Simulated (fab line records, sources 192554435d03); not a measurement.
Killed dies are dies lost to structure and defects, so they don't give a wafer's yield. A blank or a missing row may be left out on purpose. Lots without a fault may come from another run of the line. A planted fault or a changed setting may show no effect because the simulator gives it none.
Chamber matching | flow n5_finfet | N5_BEOL_M5_CO_CAP_78 on cvd_co-02: 3 sister chambers
The step material Co, precursor CCTBA/H2, target thk 2 nm, time 102.1 s. 3 wafers are shown with their chamber, then 11 later ones without.

WAFERS WITH THEIR CHAMBER
wafer  | chamber | heater_power_w (W)
L078.5 | 0       | 206
L084.5 | 1       | 217
L087.2 | 2       | 205

WAFERS WITHOUT THEIR CHAMBER
wafer  | heater_power_w (W)
L087.4 | 207
L087.5 | 203
L090.3 | 205
L090.5 | 222
L090.6 | 201
L094.1 | 210
L094.4 | 207
L094.5 | 207
L095.2 | 207
L095.4 | 210
L095.6 | 210

WHICH CHAMBER EACH WENT THROUGH
wafer  | from the rows above          | in truth
L087.4 | can't be placed: 0 or 2      | 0
L087.5 | can't be placed: 2 or 0      | 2
L090.3 | can't be placed: 2 or 0      | 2
L090.5 | 1                            | 1
L090.6 | can't be placed: 2 or 0      | 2
L094.1 | can't be placed: 0 or 2 or 1 | 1
L094.4 | can't be placed: 0 or 2      | 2
L094.5 | can't be placed: 0 or 2      | 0
L095.2 | can't be placed: 0 or 2      | 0
L095.4 | can't be placed: 0 or 2 or 1 | 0
L095.6 | can't be placed: 0 or 2 or 1 | 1
Placed correctly: 1 of 11. Can't be placed from these rows: 10 (the true chamber is among the candidates in 10). Placed wrongly: 0.
How it was worked out, from the rows above alone: a wafer's distance from a chamber is the root of the sum, over the readings, of the square of ((its reading less the chamber's mean) divided by the reading's scatter). The wafer belongs to the nearest chamber; if the next one is less than 2 further off, it can't be placed. A chamber's mean is the mean of its shown wafers. The scatter: with one shown wafer a chamber, the root of the mean of the squares of how far each hidden wafer lies from its nearest shown one.
